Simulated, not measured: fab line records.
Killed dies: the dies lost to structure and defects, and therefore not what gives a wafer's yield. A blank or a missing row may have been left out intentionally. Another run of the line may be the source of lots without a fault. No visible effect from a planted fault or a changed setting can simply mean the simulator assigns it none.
Which tool did it?    flow nand-harc    Sampling: 6 lots, 18 wafers, 3 of 1302 route steps

## WHAT THE GAUGES SHOWED, per wafer
NHARC_A_ONON_D2_THK_MEAS_02: measures by ellipsometry.
lot   measured      on             thk-nm (nm)
L498  day 12 10:20  film-metro-01  990 987 989
L504  day 15 01:33  film-metro-02  994 997 996
L507  day 15 18:32  film-metro-02  1010 1009 1011
L509  day 17 08:07  film-metro-01  1000 997 998
L511  day 17 14:53  film-metro-02  996 1538 997
L519  day 20 20:49  film-metro-01  1006 1006 1004

## EACH LOT AND THE TOOL THAT RAN IT (in order: tool; ch and the chambers of the sampled wafers; start)
lot   NHARC_A_CHANNEL_FILL_D1_ETCHBACK_20  NHARC_A_ONON_D2_DEP_00
L498  rie-diel-12 ch 0,2,3, day 10 00:23   pecvd-onon-02 ch 0, day 12 09:53
L504  rie-diel-13 ch 0,2,3, day 12 14:29   pecvd-onon-01 ch 0, day 15 01:02
L507  rie-diel-13 ch 0,1,3, day 13 11:08   pecvd-onon-04 ch 0, day 15 18:05
L509  rie-diel-12 ch 0,2,3, day 14 17:47   pecvd-onon-02 ch 0, day 17 07:37
L511  rie-diel-13 ch 0,1,3, day 15 01:39   pecvd-onon-01 ch 0, day 17 14:29
L519  rie-diel-13 ch 0,3, day 18 12:26     pecvd-onon-04 ch 0, day 20 20:28
- NHARC_A_CHANNEL_FILL_D1_ETCHBACK_20: etches the open film in C4F8/O2/Ar, target depth 27 nm, time 13.5 s.
- NHARC_A_ONON_D2_DEP_00: target thk 1000 nm.

## THE ANSWER, worked out from the rows above alone
Rule: usual is defined by the lots themselves. The widest of any qualifying gaps counts: lots, ordered by their means at a reading, are off when they make up no more than a third of the lots, leave a main group of 4 or more, and stand apart from it by 3 or more times the standard deviation of that group's means. If all means in a main group match to the digits the tables above print for the reading, that group is not used. A lot without any number at a reading at which 4 lots or more have one is off too. Any other lot the step has rows for is counted as sound.
Off: L511, at NHARC_A_ONON_D2_THK_MEAS_02 (thk-nm). Mean 1000 nm and standard deviation 7.5 in the main group.
If a tool, at a process step before that reading, ran all the lots that are off and no sound lot after the first of them, it fits. Gauges at NHARC_A_ONON_D2_THK_MEAS_02: tried the same way as those tools. This does not decide it: 2 tools fit, namely pecvd-onon-01 at NHARC_A_ONON_D2_DEP_00 and film-metro-02 at NHARC_A_ONON_D2_THK_MEAS_02.

## WHAT WAS PUT IN BY THE SIMULATOR
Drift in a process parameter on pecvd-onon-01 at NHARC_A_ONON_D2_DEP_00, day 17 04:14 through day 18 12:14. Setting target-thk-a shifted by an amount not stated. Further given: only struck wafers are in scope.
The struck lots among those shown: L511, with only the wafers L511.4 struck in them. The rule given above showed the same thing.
